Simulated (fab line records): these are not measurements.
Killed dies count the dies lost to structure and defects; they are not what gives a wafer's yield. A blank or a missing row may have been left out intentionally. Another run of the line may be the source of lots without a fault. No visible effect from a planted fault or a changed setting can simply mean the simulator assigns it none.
One fault through the eyes of 2 desks | flow n5-finfet | numbers are kept per desk, each desk with only its own; the story behind them comes last

== THE METROLOGY DESK ==
Lot by lot, what the gauges showed, no matter which tool ran the lot: averages of those sampled wafers that carry a number. Marked OUT: a lot whose mean sits more than 4 standard deviations from the usual mean, which makes it out of limits; the brackets give that distance. Of its 10 readings 7 are shown: those that lie furthest out on some lot.
Columns: A = DIBL_N at N5_BEOL_M4_RC_MEAS_101, usual 36.0 mV/V; B = DIBL_P at N5_BEOL_M4_RC_MEAS_101, usual 36.1 mV/V; C = IOFF_P at N5_BEOL_M4_RC_MEAS_101, usual 0.21 nA/um; D = ION_N at N5_BEOL_M4_RC_MEAS_101, usual 675 uA/um; E = ION_P at N5_BEOL_M4_RC_MEAS_101, usual 464 uA/um; F = VT_N at N5_BEOL_M4_RC_MEAS_101, usual 250 mV; G = VT_P at N5_BEOL_M4_RC_MEAS_101, usual -249 mV
lot  | first seen here | A    | B    | C    | D   | E   | F   | G
L893 | day 9 12:30     | 35.8 | 37.1 | 0.21 | 668 | 454 | 250 | -252
L894 | day 9 17:04     | 37.3 | 36.5 | 0.24 | 668 | 466 | 249 | -243
L895 | day 10 03:58    | 35.7 | 35.8 | 0.19 | 670 | 458 | 251 | -252
L896 | day 10 04:10    | 37.3 | 37.0 | 0.23 | 684 | 468 | 246 | -250
L904 | day 12 04:14    | 35.9 | 36.6 | 0.20 | 672 | 460 | 248 | -250
L905 | day 12 22:20    | 38.0 | 39.3 | 0.28 | 698 | 480 | 244 | -244
L908 | day 13 06:37    | 33.4 | 35.1 | 0.21 | 670 | 467 | 253 | -248
L906 | day 13 09:56    | 35.9 | 35.1 | 0.19 | 689 | 467 | 247 | -251
L907 | day 13 13:07    | 36.9 | 36.9 | 0.23 | 692 | 474 | 249 | -249
Finding of this desk: none of the 9 lots has anything out of limits.

== TOOL OWNER'S DESK, rie-diel-06 ==
The tool's own readings at N5_BEOL_M4_ETCH_63 (etches SiARC in CF4, target depth 15.6 nm, time 26 s): means of the sampled wafers that have a number, for each lot that ran on this tool. Marked OUT: a lot whose mean sits more than 4 standard deviations from the usual mean, which makes it out of limits; the brackets give that distance.
Columns: A = drypump-motor-current-A at N5_BEOL_M4_ETCH_63, usual 5.6 A; B = etch-rf-on-time-s at N5_BEOL_M4_ETCH_63, usual 26.0 s; C = oes-product-au at N5_BEOL_M4_ETCH_63, usual 0.70 a.u.; D = rf-fwd-power-W at N5_BEOL_M4_ETCH_63, usual 532.5 W; E = rf-vpp-V at N5_BEOL_M4_ETCH_63, usual 183.5 V; F = showerhead-plenum-p-Torr at N5_BEOL_M4_ETCH_63, usual 2.11 Torr; G = throttle-valve-pct at N5_BEOL_M4_ETCH_63, usual 15.63 %
lot  | first seen here | A   | B               | C    | D     | E     | F    | G
L893 | day 9 02:28     | 5.2 | 26.1            | 0.67 | 533.5 | 182.1 | 2.07 | 15.71
L894 | day 9 07:56     | 5.8 | 22.9 (-5.3) OUT | 0.81 | 531.6 | 183.1 | 2.08 | 15.57
L896 | day 9 16:30     | 5.6 | 24.0            | 0.77 | 533.7 | 183.6 | 2.09 | 15.60
L895 | day 9 20:49     | 6.1 | 23.7            | 0.76 | 531.9 | 181.6 | 2.06 | 15.71
L908 | day 12 23:26    | 5.6 | 26.4            | 0.70 | 534.7 | 184.1 | 2.08 | 15.65
L906 | day 13 03:13    | 6.1 | 26.5            | 0.72 | 530.0 | 183.7 | 2.08 | 15.62
L907 | day 13 03:26    | 5.4 | 26.7            | 0.69 | 531.6 | 183.2 | 2.07 | 15.65
Finding of this desk: L894 out of limits; the first was L894 at day 9 07:56, on etch-rf-on-time-s at N5_BEOL_M4_ETCH_63. L893, L896, L895, L908, L906, L907 stayed within limits.

== TAKEN TOGETHER ==
On L894, at day 9 07:56, an alarm was possible from the tool owner's desk.
Metrology desk: nothing out of limits seen.
The metrology desk holds a record of L894, inside its limits.
On rie-diel-06, each named lot ran N5_BEOL_M4_ETCH_63.

== WHAT WAS PUT IN BY THE SIMULATOR ==
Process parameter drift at N5_BEOL_M4_ETCH_63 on rie-diel-06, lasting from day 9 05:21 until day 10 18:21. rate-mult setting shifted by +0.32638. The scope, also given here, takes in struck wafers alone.
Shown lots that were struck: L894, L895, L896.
Time in hours from fault onset to the first out-of-limits reading at each desk: the tool owner's desk, 3.
